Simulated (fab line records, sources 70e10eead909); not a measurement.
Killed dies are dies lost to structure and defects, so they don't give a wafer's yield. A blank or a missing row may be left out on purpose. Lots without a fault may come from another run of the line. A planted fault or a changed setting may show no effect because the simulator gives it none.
A struck lot beside a sound one | flow nand_harc | 15 steps out of a route of 1159
Sound: wafers L750.1, L750.3, L750.6. Struck: wafers L764.3, L764.4, L764.6. The cause comes at the end.
At each step with rows: each side's tool, then ch and its chambers, then its first start. Under that, the readings that differ: sound wafers | struck wafers | difference of the means | sigmas: that difference in standard deviations of wafers without a fault.
alike: readings whose means differ by less than 2 such deviations, and words and numbers that are the same on both sides. not compared: withheld readings, readings that some wafer has no value for, bounds like >300 that may hide the same value, and numbers for which the record gives no deviation and whose values overlap.
The two part at a step that has a row with sigmas, a row that says differs or no value, or rows on one side only. Numbers that don't overlap but have no deviation are shown without sigmas and don't part them. A reading that every wafer of one side lacks parts them only if that side has two wafers or more.

first, 3 steps without rows for these wafers: NHARC_P_GATE_SRD_72; NHARC_P_GATE_OXIDE_16 (material SiO2, target thk 3 nm, ox time 392 s); NHARC_P_GATE_CVD_17 (deposits poly-Si, target thk 150 nm, time 900 s).
NHARC_P_GATE_HM_DEP_102: deposits aC, target thk 120 nm.
  sound on acl_dep-03 ch 0, day 6 04:05; struck on acl_dep-02 ch 0, day 9 12:31
  alike: throttle_valve_pct
NHARC_P_GATE_DEP_103: deposits SiON, target thk 30 nm.
  sound on pecvd-02 ch 0,1, day 6 04:46; struck on pecvd-01 ch 0,2, day 9 13:08
  alike: heater_power_w
then, 7 steps without rows for these wafers: NHARC_P_GATE_DEHYDRATE_18 (time 120 s); NHARC_P_GATE_HMDS_19 (time 30 s); NHARC_P_GATE_COAT_20 (resist thk 90 nm); NHARC_P_GATE_SOFTBAKE_21 (time 55 s); NHARC_P_GATE_EBR_22; NHARC_P_GATE_EXPOSE_23 (exposes mask P GATE, target cd 120 nm); NHARC_P_GATE_PEB_24 (peb time 65 s).
NHARC_P_GATE_DEVELOP_25: develop time 35 s.
  sound on litho_track-06 ch 0, day 6 05:00; struck on litho_track-06 ch 0, day 9 13:00
  reading              | sound             | struck            | difference | sigmas
  developer_temp_C (C) | 23.10 22.85 22.95 | 22.02 22.10 22.01 | -0.92      | -9
NHARC_P_GATE_CD_MEAS_26: target cd 120 nm.
  sound on cd_sem-03 ch 0, day 6 05:25; struck on cd_sem-03 ch 0, day 9 13:49
  alike: cd_nm
then, 1 step without rows for these wafers: NHARC_END_SORT_01.

WHERE THEY PART
Only at NHARC_P_GATE_DEVELOP_25, within this record. Later steps at which nothing parts them and some readings are alike: NHARC_P_GATE_CD_MEAS_26.

WHY: what the simulator had put in
Process parameter drift: litho_track-06, from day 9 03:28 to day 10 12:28, at NHARC_P_GATE_DEVELOP_25. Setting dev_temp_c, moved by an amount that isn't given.
